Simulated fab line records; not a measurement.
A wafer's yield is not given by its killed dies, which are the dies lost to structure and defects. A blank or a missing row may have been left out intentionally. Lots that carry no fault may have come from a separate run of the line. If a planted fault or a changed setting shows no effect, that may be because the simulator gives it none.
fab line records || flow n5-finfet
[record] {"lots": 4, "wafers": 12, "last-day": 16}
route steps=1938 shown STI_FIN_REVEAL@202 DUMMY_GATE@212 PASSIVATION@1936
lots that met no fault: taken from a fault-free run of the same line
start-h: the number of hours between the record's first day and the start of the first shown wafer of the lot || wait-h: hours elapsed since this lot's preceding step || " as in the row above || L1.1+2: several wafers, shown together as one row || - either no value or no given start || * or withheld: withheld || < > ~ a bound
route shown NAME@n: NAME is a module with steps in the file, n the number in the route of the first one || usual: average and standard deviation across the fault-free wafers || same: alike in all rows || chamber/n: place in a boat || sites: per-site readings || _std_site: standard deviation across them || _edge_site: inner sites' mean taken away from outer sites' mean || radius-mm: for every site, how far away it sits from the centre of the wafer || mask NAME#n: copy n || behind: tool/chamber where the wafer was last shaped || hold: why the lot was held/for how many hours/how that ended || device: whichever transistor did not switch (one of n, p or np) || end of line: tests run on the same wafers once the route is complete || a step with no rows: only its recipe || killed: dies lost to structure and defects at the first sort, not the wafer's yield || map: dies across one wafer; x = killed, . = not, _ = none there
set.NAME: the setting as run; set.NAME@STEP: as run at that earlier step || model.NAME: the simulator's own value behind a step, which no gauge read
lots at selected steps of the route; one table per step, one row per wafer
services: when a tool's chamber went out of use (start-h, in hours from the record's first day, below 0 if earlier), for how many hours, and the reason
[[steps]]
[step N5_STI_FIN_REVEAL_STRIP_35]
[recipe] {"chemistry": "H3PO4", "material": "Si3N4", "temp-c": 165, "target-depth-a": 40, "time-s": 39}
[step N5_STI_FIN_REVEAL_SRD_21]
[recipe] {"dry": "ipa-marangoni", "time-s": 30, "temp-c": 23, "rinse-liquid": "diw"}
[step N5_STI_FIN_REVEAL_OXIDATION_33]
[recipe] {"chemistry": "O2_PLASMA_REMOTE", "temp-c": 150, "time-s": 20, "pressure-mtorr": 1000, "source-power-w": 2000, "o2-flow-sccm": 3000}
[step N5_STI_FIN_REVEAL_CLEAN_19]
[recipe] {"chemistry": "O3/DIW", "temp-c": 25, "time-s": 120, "o3-ppm": 10}
[step N5_STI_FIN_REVEAL_SRD_23]
[recipe] {"dry": "ipa-marangoni", "time-s": 30, "temp-c": 23, "rinse-liquid": "diw"}
[step N5_STI_FIN_REVEAL_PRECLEAN_18]
[recipe] {"chemistry": "SC2", "time-s": 45, "temp-c": 35, "mix": "1:1:50"}
[step N5_STI_FIN_REVEAL_SRD_28]
[recipe] {"dry": "ipa-marangoni", "time-s": 30, "temp-c": 23, "rinse-liquid": "diw"}
[step N5_DUMMY_GATE_PRECLEAN_00]
[recipe] {"chemistry": "O3/DIW", "time-s": 60, "temp-c": 22, "o3-ppm": 10}
[step N5_DUMMY_GATE_SRD_01]
[recipe] {"time-s": 30, "temp-c": 23, "rinse-liquid": "diw", "dry": "ipa-marangoni"}
[step N5_DUMMY_GATE_ALD_02]
[recipe] {"material": "SiO2", "target-thk-a": 20, "temp-c": 300, "ald-precursor-family": "BDEAS", "ald-co-reactant": "O2-plasma", "pulse-time-s": 1, "pressure-torr": 2}
[usual] {"heater-power-w": "483/49", "precursor-pulse-height-rel": "1.000/0.022"}
{"lot.wafer": "L672.2", "tool": "ald-sin-01", "chamber": 1, "start-h": 54.84, "wait-h": 0.3, "heater-power-w": 545, "precursor-pulse-height-rel": 0.993, "model.SiO2_of_DUMMY_GATE_ALD_02.thk-nm": 2}
{"lot.wafer": "L672.3", "tool": "ald-sin-01", "chamber": 2, "start-h": 54.84, "wait-h": 0.3, "heater-power-w": 529, "precursor-pulse-height-rel": 0.993, "model.SiO2_of_DUMMY_GATE_ALD_02.thk-nm": 2}
{"lot.wafer": "L672.5", "tool": "ald-sin-01", "chamber": 0, "start-h": 54.84, "wait-h": 0.3, "heater-power-w": 503, "precursor-pulse-height-rel": 1.022, "model.SiO2_of_DUMMY_GATE_ALD_02.thk-nm": 2}
{"lot.wafer": "L675.2", "tool": "ald-sin-01", "chamber": 0, "start-h": 73.59, "wait-h": 0.0, "heater-power-w": 484, "precursor-pulse-height-rel": 0.960, "model.SiO2_of_DUMMY_GATE_ALD_02.thk-nm": 2.4}
{"lot.wafer": "L675.4", "tool": "ald-sin-01", "chamber": 1, "start-h": 73.59, "wait-h": 0.0, "heater-power-w": 543, "precursor-pulse-height-rel": 0.974, "model.SiO2_of_DUMMY_GATE_ALD_02.thk-nm": 2.4}
{"lot.wafer": "L675.6", "tool": "ald-sin-01", "chamber": 0, "start-h": 73.59, "wait-h": 0.0, "heater-power-w": 498, "precursor-pulse-height-rel": 1.047, "model.SiO2_of_DUMMY_GATE_ALD_02.thk-nm": 2.4}
{"lot.wafer": "L677.2", "tool": "ald-sin-01", "chamber": 1, "start-h": 84.39, "wait-h": 0.3, "heater-power-w": 563, "precursor-pulse-height-rel": 1.045, "model.SiO2_of_DUMMY_GATE_ALD_02.thk-nm": 2.4}
{"lot.wafer": "L677.3", "tool": "ald-sin-01", "chamber": 0, "start-h": 84.39, "wait-h": 0.3, "heater-power-w": 478, "precursor-pulse-height-rel": 1.015, "model.SiO2_of_DUMMY_GATE_ALD_02.thk-nm": 2.4}
{"lot.wafer": "L677.6", "tool": "ald-sin-01", "chamber": 3, "start-h": 84.39, "wait-h": 0.3, "heater-power-w": 402, "precursor-pulse-height-rel": 1.037, "model.SiO2_of_DUMMY_GATE_ALD_02.thk-nm": 2.4}
{"lot.wafer": "L686.1", "tool": "ald-sin-04", "chamber": 2, "start-h": 139.57, "wait-h": 0.0, "heater-power-w": 528, "precursor-pulse-height-rel": 0.994, "model.SiO2_of_DUMMY_GATE_ALD_02.thk-nm": 2}
{"lot.wafer": "L686.3", "tool": "ald-sin-04", "chamber": 3, "start-h": 139.57, "wait-h": 0.0, "heater-power-w": 463, "precursor-pulse-height-rel": 0.986, "model.SiO2_of_DUMMY_GATE_ALD_02.thk-nm": 2}
{"lot.wafer": "L686.4", "tool": "ald-sin-04", "chamber": 1, "start-h": 139.57, "wait-h": 0.0, "heater-power-w": 491, "precursor-pulse-height-rel": 0.985, "model.SiO2_of_DUMMY_GATE_ALD_02.thk-nm": 2}
[step N5_DUMMY_GATE_CVD_03]
[recipe] {"material": "a-Si", "target-thk-a": 1500, "temp-c": 530, "precursor": "SiH4", "time-s": 8042}
[step N5_DUMMY_GATE_PRECLEAN_46]
[recipe] {"chemistry": "DIW", "time-s": 89.5, "temp-c": 23}
[step N5_DUMMY_GATE_SRD_47]
[recipe] {"dry-time-s": 32, "dry": "n2-spin", "spin-rpm": 1500}
[step N5_DUMMY_GATE_CMP_04]
[recipe] {"material": "a-Si", "post-cmp-clean": "alkaline-brush"}
[step N5_DUMMY_GATE_HM_DEP_06]
[recipe] {"material": "SiNx", "target-thk-a": 800, "precursor": "DCS/NH3", "temp-c": 700, "pressure-mtorr": 300, "time-s": 5141}
[step N5_DUMMY_GATE_PECVD_30]
[recipe] {"material": "SiO2", "target-thk-a": 550, "temp-c": 400, "precursor": "TEOS/O2", "pressure-torr": 6.5, "rf-w": "withheld", "teos-flow-sccm": "withheld", "gas": "O2", "flow-sccm": 2650, "time-s": 10.8}
[step N5_DUMMY_GATE_COAT_34]
[recipe] {"resist": "SOC", "temp-c": 250, "time-s": 60, "spin-rpm": 1500, "resist-thk-nm": 60}
[step N5_DUMMY_GATE_COAT_35]
[recipe] {"resist": "SiARC", "temp-c": 220, "time-s": 60, "spin-rpm": 1500, "resist-thk-nm": 10}
[step N5_DUMMY_GATE_COAT_28]
[recipe] {"resist": "underlayer", "temp-c": 205, "time-s": 60, "spin-rpm": 1500, "resist-thk-nm": 10}
[step N5_DUMMY_GATE_COAT_09]
[recipe] {"resist": "CAR-EUV", "spin-rpm": 1500, "resist-thk-nm": 30}
[step N5_DUMMY_GATE_EBR_11]
[recipe] {"solvent": "PGMEA", "ebr-width-mm": 1.5}
[step N5_DUMMY_GATE_SOFTBAKE_10]
[recipe] {"temp-c": 110, "time-s": 60, "resist": "CAR-EUV"}
[step N5_DUMMY_GATE_EXPOSE_12]
[recipe] {"mask-id": "GATE", "na": 0.33, "source-shape": "annular", "sigma-inner": 0.2, "sigma-outer": 0.6, "polarization": "unpolarized", "target-cd-nm": 25, "dose-mj": 34}
[step N5_DUMMY_GATE_PEB_13]
[recipe] {"peb-temp-c": 100, "peb-time-s": 60, "resist": "CAR-EUV"}
[step N5_DUMMY_GATE_DEVELOP_14]
[recipe] {"develop-time-s": 30, "developer": "TMAH", "resist": "CAR-EUV", "rinse-liquid": "surfactant-rinse", "dry": "air-spin", "dev-temp-c": 23}
[step N5_DUMMY_GATE_DESCUM_20]
[recipe] {"chemistry": "O2", "time-s": 6.2, "source-power-w": 50, "bias-power-w": 20, "pressure-mtorr": 20, "rf-frequency-hz": 2.712e+07, "temp-c": 40, "resist": "CAR-EUV", "o2-flow-sccm": 225}
[step N5_DUMMY_GATE_ETCH_29]
[recipe] {"chemistry": "N2/H2", "target": "underlayer", "target-depth-a": 130, "ion-energy-ev": 200, "pressure-mtorr": 30, "source-w": 840, "bias-w": 150, "n2-flow-sccm": 200, "h2-flow-sccm": 200}
[step N5_DUMMY_GATE_ETCH_36]
[recipe] {"chemistry": "CF4", "target": "SiARC", "target-depth-a": 130, "pressure-mtorr": 40, "source-w": 545, "bias-w": 36, "Ar_flow_sccm": 100, "cf4-flow-sccm": 100, "ion-energy-ev": 80}
[step N5_DUMMY_GATE_ETCH_37]
[recipe] {"chemistry": "N2/H2", "target": "SOC", "target-depth-a": 600, "overetch-a": 300, "temp-c": 40, "ion-energy-ev": 200, "pressure-mtorr": 30, "source-w": 840, "bias-w": 150, "n2-flow-sccm": 200, "h2-flow-sccm": 200}
[step N5_DUMMY_GATE_STRIP_38]
[recipe] {"chemistry": "N2/H2", "temp-c": 40, "n2-flow-sccm": 200, "h2-flow-sccm": 200, "rf-frequency-hz": 6e+07}
[step N5_DUMMY_GATE_STRIP_39]
[recipe] {"chemistry": "N2/H2", "temp-c": 40, "n2-flow-sccm": 200, "h2-flow-sccm": 200, "rf-frequency-hz": 6e+07}
[step N5_DUMMY_GATE_TRIM_49]
[recipe] {"chemistry": "O2", "resist": "SOC", "time-s": 29, "target-cd-nm": 14, "source-power-w": 300, "bias-power-w": 0, "O2_flow_sccm": 100, "temp-c": 20}
[step N5_DUMMY_GATE_STRIP_40]
[recipe] {"chemistry": "CF4", "resist": "SiARC", "power-w": 300, "bias-power-w": 75, "pressure-mtorr": 50, "cf4-flow-sccm": 150, "rf-frequency-hz": 6e+07}
[step N5_DUMMY_GATE_ETCH_31]
[recipe] {"chemistry": "C4F6/O2", "target": "SiO2", "mask-material": "SOC", "target-depth-a": 825, "time-s": 27.5, "ion-energy-ev": 250, "pressure-mtorr": 30, "source-w": 345, "bias-w": 185, "Ar_flow_sccm": 300, "C4F6_flow_sccm": 10, "O2_flow_sccm": 10}
[step N5_DUMMY_GATE_ETCH_44]
[recipe] {"chemistry": "HBr/O2", "over-etch-frac": 0.7, "target-depth-a": 1275, "stop-on": "SiO2", "ion-energy-ev": 60, "bias-w": 20, "target": "poly-Si", "mask-material": "SiO2", "pressure-mtorr": 20, "icp-w": 400, "HBr_flow_sccm": 120, "O2_flow_sccm": 10}
[usual] {"drypump-motor-current-A": "5.9/0.4", "oes-product-au": "0.731/0.011", "throttle-valve-pct": "18.36/0.11"}
{"lot.wafer": "L672.2", "tool": "rie-si-02", "chamber": 3, "start-h": 64.12, "wait-h": 0.0, "drypump-motor-current-A": 5.7, "oes-product-au": 0.724, "rf-hours-counter-h": 5, "throttle-valve-pct": 18.29, "model.SiO2_of_DUMMY_GATE_ALD_02.thk-nm": 2}
{"lot.wafer": "L672.3", "tool": "rie-si-02", "chamber": 2, "start-h": 64.12, "wait-h": 0.0, "drypump-motor-current-A": 6.5, "oes-product-au": 0.734, "rf-hours-counter-h": 155, "throttle-valve-pct": 18.22, "model.SiO2_of_DUMMY_GATE_ALD_02.thk-nm": 2}
{"lot.wafer": "L672.5", "tool": "rie-si-02", "chamber": 0, "start-h": 64.12, "wait-h": 0.0, "drypump-motor-current-A": 5.8, "oes-product-au": 0.732, "rf-hours-counter-h": "-", "throttle-valve-pct": 18.50, "model.SiO2_of_DUMMY_GATE_ALD_02.thk-nm": 2}
{"lot.wafer": "L675.2", "tool": "rie-si-03", "chamber": 1, "start-h": 84.79, "wait-h": 0.0, "drypump-motor-current-A": 6.5, "oes-product-au": 0.721, "rf-hours-counter-h": 133, "throttle-valve-pct": 18.30, "model.SiO2_of_DUMMY_GATE_ALD_02.thk-nm": 2.4}
{"lot.wafer": "L675.4", "tool": "rie-si-03", "chamber": 2, "start-h": 84.79, "wait-h": 0.0, "drypump-motor-current-A": 5.8, "oes-product-au": 0.734, "rf-hours-counter-h": 0, "throttle-valve-pct": 18.35, "model.SiO2_of_DUMMY_GATE_ALD_02.thk-nm": 2.4}
{"lot.wafer": "L675.6", "tool": "rie-si-03", "chamber": 2, "start-h": 84.79, "wait-h": 0.0, "drypump-motor-current-A": 5.8, "oes-product-au": 0.734, "rf-hours-counter-h": "-", "throttle-valve-pct": 18.36, "model.SiO2_of_DUMMY_GATE_ALD_02.thk-nm": 2.4}
{"lot.wafer": "L677.2", "tool": "rie-si-02", "chamber": 0, "start-h": 93.85, "wait-h": 0.0, "drypump-motor-current-A": 5.8, "oes-product-au": 0.738, "rf-hours-counter-h": 125, "throttle-valve-pct": 18.48, "model.SiO2_of_DUMMY_GATE_ALD_02.thk-nm": 2.4}
{"lot.wafer": "L677.3", "tool": "rie-si-02", "chamber": 2, "start-h": 93.85, "wait-h": 0.0, "drypump-motor-current-A": 6.4, "oes-product-au": 0.731, "rf-hours-counter-h": 156, "throttle-valve-pct": 18.21, "model.SiO2_of_DUMMY_GATE_ALD_02.thk-nm": 2.4}
{"lot.wafer": "L677.6", "tool": "rie-si-02", "chamber": 2, "start-h": 93.85, "wait-h": 0.0, "drypump-motor-current-A": 6.4, "oes-product-au": 0.743, "rf-hours-counter-h": "-", "throttle-valve-pct": 18.19, "model.SiO2_of_DUMMY_GATE_ALD_02.thk-nm": 2.4}
{"lot.wafer": "L686.1", "tool": "rie-si-06", "chamber": 0, "start-h": 149.45, "wait-h": 0.0, "drypump-motor-current-A": 6.1, "oes-product-au": 0.727, "rf-hours-counter-h": 89, "throttle-valve-pct": 18.25, "model.SiO2_of_DUMMY_GATE_ALD_02.thk-nm": 2}
{"lot.wafer": "L686.3", "tool": "rie-si-06", "chamber": 1, "start-h": 149.45, "wait-h": 0.0, "drypump-motor-current-A": 6.7, "oes-product-au": 0.739, "rf-hours-counter-h": 35, "throttle-valve-pct": 18.43, "model.SiO2_of_DUMMY_GATE_ALD_02.thk-nm": 2}
{"lot.wafer": "L686.4", "tool": "rie-si-06", "chamber": 2, "start-h": 149.45, "wait-h": 0.0, "drypump-motor-current-A": 5.9, "oes-product-au": 0.724, "rf-hours-counter-h": 140, "throttle-valve-pct": 18.23, "model.SiO2_of_DUMMY_GATE_ALD_02.thk-nm": 2}
[step N5_PASSIVATION_PROBE_49]
[usual] {"killed_at_M0_to_M3": "35/12", "killed_at_M4_up": "13/5.8", "killed-at-contacts": "12/5.5", "killed-at-front-end": "36/9.9", "killed-at-other": "4/3.7", "killed-dies": "101/18", "killed-on-rim": "13/4.1", "killed-open": "66/13", "killed-short": "33/8"}
[same] {"gross-dies": 1180, "killed-at-back-side": 0}
{"lot.wafer": "L672.2", "tool": "prober-02", "chamber": "-", "start-h": 290.33, "wait-h": 0.1, "killed_at_M0_to_M3": 40, "killed_at_M4_up": 25, "killed-at-contacts": 13, "killed-at-front-end": 29, "killed-at-other": 1, "killed-dies": 108, "killed-on-rim": 13, "killed-open": 81, "killed-short": 26}
{"lot.wafer": "L672.3", "tool": "prober-02", "chamber": "-", "start-h": 290.38, "wait-h": 0.1, "killed_at_M0_to_M3": 32, "killed_at_M4_up": 26, "killed-at-contacts": 12, "killed-at-front-end": 27, "killed-at-other": 0, "killed-dies": 97, "killed-on-rim": 14, "killed-open": 72, "killed-short": 25}
{"lot.wafer": "L672.5", "tool": "prober-02", "chamber": "-", "start-h": 290.48, "wait-h": 0.2, "killed_at_M0_to_M3": 38, "killed_at_M4_up": 17, "killed-at-contacts": 8, "killed-at-front-end": 23, "killed-at-other": 2, "killed-dies": 88, "killed-on-rim": 10, "killed-open": 60, "killed-short": 27}
{"lot.wafer": "L675.2", "tool": "prober-02", "chamber": "-", "start-h": 325.81, "wait-h": 0.1, "killed_at_M0_to_M3": 15, "killed_at_M4_up": 10, "killed-at-contacts": 16, "killed-at-front-end": 39, "killed-at-other": 5, "killed-dies": 85, "killed-on-rim": 11, "killed-open": 65, "killed-short": 19}
{"lot.wafer": "L675.4", "tool": "prober-02", "chamber": "-", "start-h": 325.91, "wait-h": 0.2, "killed_at_M0_to_M3": 36, "killed_at_M4_up": 19, "killed-at-contacts": 16, "killed-at-front-end": 46, "killed-at-other": 5, "killed-dies": 122, "killed-on-rim": 8, "killed-open": 94, "killed-short": 28}
{"lot.wafer": "L675.6", "tool": "prober-02", "chamber": "-", "start-h": 326.01, "wait-h": 0.3, "killed_at_M0_to_M3": 31, "killed_at_M4_up": 17, "killed-at-contacts": 11, "killed-at-front-end": 32, "killed-at-other": 3, "killed-dies": 94, "killed-on-rim": 11, "killed-open": 67, "killed-short": 27}
{"lot.wafer": "L677.3", "tool": "prober-02", "chamber": "-", "start-h": 330.48, "wait-h": 0.1, "killed_at_M0_to_M3": 25, "killed_at_M4_up": 19, "killed-at-contacts": 10, "killed-at-front-end": 35, "killed-at-other": 4, "killed-dies": 93, "killed-on-rim": 14, "killed-open": 57, "killed-short": 34}
{"lot.wafer": "L677.6", "tool": "prober-02", "chamber": "-", "start-h": 330.63, "wait-h": 0.3, "killed_at_M0_to_M3": 36, "killed_at_M4_up": 19, "killed-at-contacts": 18, "killed-at-front-end": 58, "killed-at-other": 2, "killed-dies": 133, "killed-on-rim": 14, "killed-open": 92, "killed-short": 36}
{"lot.wafer": "L686.1", "tool": "prober-01", "chamber": "-", "start-h": 380.61, "wait-h": 0.0, "killed_at_M0_to_M3": 62, "killed_at_M4_up": 8, "killed-at-contacts": 24, "killed-at-front-end": 39, "killed-at-other": 7, "killed-dies": 140, "killed-on-rim": 25, "killed-open": 99, "killed-short": 40}
{"lot.wafer": "L686.3", "tool": "prober-01", "chamber": "-", "start-h": 380.71, "wait-h": 0.1, "killed_at_M0_to_M3": 55, "killed_at_M4_up": 6, "killed-at-contacts": 23, "killed-at-front-end": 41, "killed-at-other": 7, "killed-dies": 132, "killed-on-rim": 17, "killed-open": 80, "killed-short": 50}
{"lot.wafer": "L686.4", "tool": "prober-01", "chamber": "-", "start-h": 380.76, "wait-h": 0.2, "killed_at_M0_to_M3": 63, "killed_at_M4_up": 6, "killed-at-contacts": 26, "killed-at-front-end": 27, "killed-at-other": 12, "killed-dies": 134, "killed-on-rim": 21, "killed-open": 86, "killed-short": 45}
// killed by level:class
L672.2 MOL_CONTACT_COAG:geometric-particle:open=13 BEOL_M4:geometric-particle:open=13 BEOL_M3:geometric-particle:open=12 BEOL_M2:geometric-particle:open=11 STI_FIN_REVEAL:geometric-particle:open=8 FIN_SAQP:geometric-particle:short=6 DUMMY_GATE:geometric-particle:open=5 BEOL_M0_SAQP:geometric-particle:open=5
L672.3 BEOL_M4:geometric-particle:open=13 MOL_CONTACT_COAG:geometric-particle:open=9 BEOL_M3:geometric-particle:open=9 BEOL_M2:geometric-particle:open=8 DUMMY_GATE:geometric-particle:open=5 BEOL_M0_SAQP:geometric-particle:open=5 FIN_SAQP:geometric-particle:open=4 STI_FIN_REVEAL:geometric-particle:open=4
L672.5 STI_FIN_REVEAL:geometric-particle:open=12 BEOL_M3:geometric-particle:open=9 MOL_CONTACT_COAG:geometric-particle:open=7 BEOL_M4:geometric-particle:open=6 BEOL_M2:geometric-particle:open=5 BEOL_M2:geometric-particle:short=5 BEOL_M0_SAQP:geometric-particle:open=4 BEOL_M0_SAQP:geometric-particle:short=4
L675.2 MOL_CONTACT_COAG:geometric-particle:open=16 FIN_SAQP:geometric-particle:open=7 STI_FIN_REVEAL:geometric-particle:open=6 BEOL_M3:geometric-particle:open=6 BEOL_M4:geometric-particle:open=6 STARTING-WAFER:geometric-particle:open=5 DUMMY_GATE:geometric-particle:open=4 ILD0:geometric-particle:open=4
L675.4 STI_FIN_REVEAL:geometric-particle:open=16 MOL_CONTACT_COAG:geometric-particle:open=14 BEOL_M3:geometric-particle:open=10 FIN_SAQP:geometric-particle:open=7 DUMMY_GATE:geometric-particle:open=7 BEOL_M0_SAQP:geometric-particle:short=7 BEOL_M1:geometric-particle:open=7 BEOL_M0_SAQP:geometric-particle:open=6
L675.6 MOL_CONTACT_COAG:geometric-particle:open=10 BEOL_M4:geometric-particle:open=10 BEOL_M3:geometric-particle:open=9 BEOL_M0_SAQP:geometric-particle:short=8 DUMMY_GATE:geometric-particle:open=8 STI_FIN_REVEAL:geometric-particle:open=7 FIN_SAQP:geometric-particle:open=5 BEOL_M1:geometric-particle:open=4
L677.3 MOL_CONTACT_COAG:geometric-particle:open=8 BEOL_M4:geometric-particle:open=8 FIN_SAQP:geometric-particle:short=7 DUMMY_GATE:geometric-particle:open=6 BEOL_M0_SAQP:geometric-particle:open=5 BEOL_M0_SAQP:geometric-particle:short=5 BEOL_M2:geometric-particle:open=5 FIN_SAQP:geometric-particle:open=4
L677.6 STI_FIN_REVEAL:geometric-particle:open=18 MOL_CONTACT_COAG:geometric-particle:open=14 FIN_SAQP:geometric-particle:short=13 BEOL_M2:geometric-particle:open=12 BEOL_M4:geometric-particle:open=12 FIN_SAQP:geometric-particle:open=10 BEOL_M0_SAQP:geometric-particle:short=8 BEOL_M0_SAQP:geometric-particle:open=6
L686.1 BEOL_M3:geometric-particle:open=19 MOL_CONTACT_COAG:geometric-particle:open=18 BEOL_M0_SAQP:geometric-particle:open=9 BEOL_M1:geometric-particle:open=9 GATE_CUT:geometric-particle:short=8 BEOL_M2:geometric-particle:open=8 FIN_SAQP:geometric-particle:open=7 DUMMY_GATE:geometric-particle:open=7
L686.3 MOL_CONTACT_COAG:geometric-particle:open=17 BEOL_M3:geometric-particle:open=14 BEOL_M2:geometric-particle:open=13 BEOL_M1:geometric-particle:short=11 FIN_SAQP:geometric-particle:open=7 GATE_CUT:geometric-particle:open=7 STI_FIN_REVEAL:geometric-particle:open=6 MOL_CONTACT_COAG:geometric-particle:short=6
L686.4 MOL_CONTACT_COAG:geometric-particle:open=21 BEOL_M3:geometric-particle:open=15 BEOL_M0_SAQP:geometric-particle:short=12 BEOL_M1:geometric-particle:open=11 BEOL_M2:geometric-particle:open=8 BEOL_M0_SAQP:geometric-particle:open=7 DUMMY_GATE:geometric-particle:open=6 GATE_CUT:geometric-particle:short=6
[[services]]
{"tool": "rie-si-06", "chamber": "-", "start-h": 43.83, "hours": 0.2, "kind": "repair"}
{"tool": "ald-sin-04", "chamber": "-", "start-h": 52.01, "hours": 14.6, "kind": "pm"}
{"tool": "rie-si-03", "chamber": 2, "start-h": 66.92, "hours": "-", "kind": "clean"}
{"tool": "rie-si-03", "chamber": 2, "start-h": 66.92, "hours": 12.1, "kind": "scheduled-down"}
{"tool": "rie-si-03", "chamber": 2, "start-h": 66.92, "hours": 12.1, "kind": "vent-cycle"}
{"tool": "rie-si-06", "chamber": 1, "start-h": 86.83, "hours": 2.3, "kind": "repair"}
{"tool": "rie-si-03", "chamber": 0, "start-h": 97.58, "hours": 5.6, "kind": "repair"}
{"tool": "rie-si-03", "chamber": "-", "start-h": 101.03, "hours": 4.3, "kind": "pm"}
{"tool": "ald-sin-04", "chamber": "-", "start-h": 115.57, "hours": 6.1, "kind": "pm"}
{"tool": "rie-si-03", "chamber": 2, "start-h": 115.87, "hours": 4.5, "kind": "repair"}
{"tool": "rie-si-06", "chamber": "-", "start-h": 141.29, "hours": 0.4, "kind": "repair"}
[[key]]
first-sign none at tools or gauges
[model-effect] {"step": "N5_DUMMY_GATE_ALD_02", "value": "SiO2_of_DUMMY_GATE_ALD_02.thk-nm", "without": 2, "struck": 2.4}
[model-effect] {"step": "N5_DUMMY_GATE_ETCH_44", "value": "SiO2_of_DUMMY_GATE_ALD_02.thk-nm", "without": 2, "struck": 2.4}
met-at N5_DUMMY_GATE_ALD_02
struck-wafers L675.2,L675.4,L675.6,L677.2,L677.3,L677.6
tester-left-out L675,L677
onset-between 54.84 73.59
[fault] {"kind": "process-parameter-drift", "tool": "ald-sin-01", "chamber": "-", "onset-h": 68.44, "steps": "N5_DUMMY_GATE_ALD_02", "channel": "target-thk-a", "offset": "*", "shape": "step", "end-h": 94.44, "acts-in": "*", "stated": "*"}
// tester-left-out: of these lots the tester's yield and bins aren't shown, on N5 and GAA mostly nor the transistor test; their killed dies are dies lost to structure and defects alone, not to doping, threshold or leakage, so they don't give the yield
